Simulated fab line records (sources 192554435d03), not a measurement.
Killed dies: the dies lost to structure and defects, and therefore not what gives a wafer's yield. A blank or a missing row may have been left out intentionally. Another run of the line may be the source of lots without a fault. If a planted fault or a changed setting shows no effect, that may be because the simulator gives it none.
Lot-split experiment | flow n5_finfet | route with 1938 steps; 7 lots, 39 wafers read

## SPLIT DETAILS
At N5_MOL_CONTACT_COAG_IMPLANT_129, the setting energy_kev was moved away from the recipe's 3 on 15 of the 39 wafers read, by -18.4% to +18.1%. This setting was run at the recipe's value on the other wafers.

The split's own step is where the reading is taken.

## THE READING
In nm, at N5_MOL_CONTACT_COAG_IMPLANT_129: implant.drp_nm, which is the simulator's own figure and was read by no gauge. No usual value for it is given in the file.

wafer  | tool, chamber at the split | energy_kev as run | against the recipe | implant.drp_nm, nm | against lot-mates on the recipe
L076.1 | implanter-01, 0            | 3.316             | +10.5%             | 2.271              | +0.137
L076.2 | implanter-01, 0            | 3.316             | +10.5%             | 2.271              | +0.137
L076.6 | implanter-01, 0            | 3.316             | +10.5%             | 2.271              | +0.137
L076.3 | implanter-01, 0            | 3                 | recipe             | 2.134              | -
L076.4 | implanter-01, 0            | 3                 | recipe             | 2.134              | -
L076.5 | implanter-01, 0            | 3                 | recipe             | 2.134              | -
L079.1 | implanter-02, 0            | 3                 | recipe             | 2.134              | -
L079.5 | implanter-02, 0            | 3                 | recipe             | 2.134              | -
L079.6 | implanter-02, 0            | 3                 | recipe             | 2.134              | -
L086.1 | implanter-01, 0            | 3                 | recipe             | 2.134              | -
L086.2 | implanter-01, 0            | 3                 | recipe             | 2.134              | -
L086.3 | implanter-01, 0            | 3                 | recipe             | 2.134              | -
L086.4 | implanter-01, 0            | 3                 | recipe             | 2.134              | -
L086.5 | implanter-01, 0            | 3                 | recipe             | 2.134              | -
L086.6 | implanter-01, 0            | 3                 | recipe             | 2.134              | -
L087.1 | implanter-02, 0            | 3                 | recipe             | 2.134              | -
L087.3 | implanter-02, 0            | 3                 | recipe             | 2.134              | -
L087.4 | implanter-02, 0            | 3                 | recipe             | 2.134              | -
L087.2 | implanter-02, 0            | 2.675             | -10.8%             | 1.988              | -0.146
L087.5 | implanter-02, 0            | 2.675             | -10.8%             | 1.988              | -0.146
L087.6 | implanter-02, 0            | 2.675             | -10.8%             | 1.988              | -0.146
L089.1 | implanter-01, 0            | 3                 | recipe             | 2.134              | -
L089.3 | implanter-01, 0            | 3                 | recipe             | 2.134              | -
L089.6 | implanter-01, 0            | 3                 | recipe             | 2.134              | -
L089.2 | implanter-01, 0            | 2.449             | -18.4%             | 1.882              | -0.252
L089.4 | implanter-01, 0            | 2.449             | -18.4%             | 1.882              | -0.252
L089.5 | implanter-01, 0            | 2.449             | -18.4%             | 1.882              | -0.252
L091.1 | implanter-01, 0            | 3                 | recipe             | 2.134              | -
L091.3 | implanter-01, 0            | 3                 | recipe             | 2.134              | -
L091.4 | implanter-01, 0            | 3                 | recipe             | 2.134              | -
L091.2 | implanter-01, 0            | 2.682             | -10.6%             | 1.991              | -0.143
L091.5 | implanter-01, 0            | 2.682             | -10.6%             | 1.991              | -0.143
L091.6 | implanter-01, 0            | 2.682             | -10.6%             | 1.991              | -0.143
L093.1 | implanter-02, 0            | 3                 | recipe             | 2.134              | -
L093.3 | implanter-02, 0            | 3                 | recipe             | 2.134              | -
L093.4 | implanter-02, 0            | 3                 | recipe             | 2.134              | -
L093.2 | implanter-02, 0            | 3.542             | +18.1%             | 2.366              | +0.232
L093.5 | implanter-02, 0            | 3.542             | +18.1%             | 2.366              | +0.232
L093.6 | implanter-02, 0            | 3.542             | +18.1%             | 2.366              | +0.232

THE FIT
A straight line over all 39 wafers: implant.drp_nm changes by +0.0133 nm for each +1% of energy_kev; r = +1.00; the points scatter about the line by 0.0029 nm.
The same after taking each lot's own level away (the mean of its wafers on the recipe; 39 wafers): +0.0133 nm for each +1%; r = +1.00; scatter 0.0029 nm.
The reading moves by 0.24 nm for the largest change in energy_kev, on that fit.
The lots' own levels span 2.1340 to 2.1340 nm.
So the lot-to-lot level changes the slope little: the two slopes agree.
Check: for one of the wafers moved furthest among these (-18.4%), held out of the fit, the line's prediction against its lot-mates is -0.245 nm. Against them it came out at -0.252 nm.

## FURTHER SPLITS ON THESE WAFERS
Before the reading, these wafers also passed through other splits. Each is held against what the fit with the lots' levels taken away leaves over:
other split on the same wafers | wafers away from the commonest value | r with implant.drp_nm (lot level and that fit taken away)
N5_DUMMY_GATE_ETCH_37 source_w | 12                                   | +0.01
N5_DUMMY_GATE_ETCH_32 time_s   | 18                                   | -0.09

## THE WHOLE CHAIN: every reading that the file lists as answering this split, in the file's order
step                            | what it does | reading                                                         | change (the file's fit)                | r (the file's)
N5_MOL_CONTACT_COAG_IMPLANT_129 |              | implant.rp_nm (the simulator's own value, which no gauge read)  | +0.0334 nm for each +1% of the setting | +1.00
N5_MOL_CONTACT_COAG_IMPLANT_129 |              | implant.drp_nm (the simulator's own value, which no gauge read) | +0.0133 nm for each +1% of the setting | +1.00

## THE FILE'S OWN FIT
implant.drp_nm changes by +0.0133 nm for each +1% of energy_kev, r = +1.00.
